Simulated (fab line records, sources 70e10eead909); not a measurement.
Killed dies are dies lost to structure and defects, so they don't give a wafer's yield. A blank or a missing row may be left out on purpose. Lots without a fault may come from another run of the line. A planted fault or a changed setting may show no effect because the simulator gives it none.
Chamber matching | flow nand_harc | NHARC_P_ZERO_WELL_DESCUM_13 on rie_diel-01: 4 sister chambers
The step chemistry O2, time 3 s. 8 wafers are shown with their chamber, then 7 later ones without.

WAFERS WITH THEIR CHAMBER
wafer  | chamber | showerhead_plenum_p_Torr (Torr) | oes_product_au (a.u.)
L090.2 | 2       | 1.92                            | 0.985
L090.3 | 1       | 2.02                            | 0.989
L090.5 | 3       | 1.83                            | 0.994
L092.2 | 1       | 2.01                            | 1.001
L092.3 | 0       | 1.96                            | 1.015
L092.5 | 2       | 1.91                            | 0.989
L095.1 | 0       | 1.96                            | 1.001
L095.3 | 3       | 1.83                            | 0.989

WAFERS WITHOUT THEIR CHAMBER
wafer  | showerhead_plenum_p_Torr (Torr) | oes_product_au (a.u.)
L095.6 | 2.01                            | 0.992
L096.2 | 1.83                            | 1.000
L096.5 | 1.91                            | 0.990
L096.6 | 1.83                            | 1.000
L097.1 | 1.83                            | 0.990
L097.2 | 1.95                            | 0.995
L097.4 | 1.91                            | 0.989

WHICH CHAMBER EACH WENT THROUGH
wafer  | from the rows above | in truth
L095.6 | 1                   | 1
L096.2 | 3                   | 3
L096.5 | 2                   | 2
L096.6 | 3                   | 3
L097.1 | 3                   | 3
L097.2 | 0                   | 0
L097.4 | 2                   | 2
Placed correctly: 7 of 7. Can't be placed from these rows: 0. Placed wrongly: 0.
How it was worked out, from the rows above alone: a wafer's distance from a chamber is the root of the sum, over the readings, of the square of ((its reading less the chamber's mean) divided by the reading's scatter). The wafer belongs to the nearest chamber; if the next one is less than 2 further off, it can't be placed. A chamber's mean is the mean of its shown wafers. The scatter: the root of (the sum of the squares of (reading less its chamber's mean) over the shown wafers, divided by (wafers less chambers)).
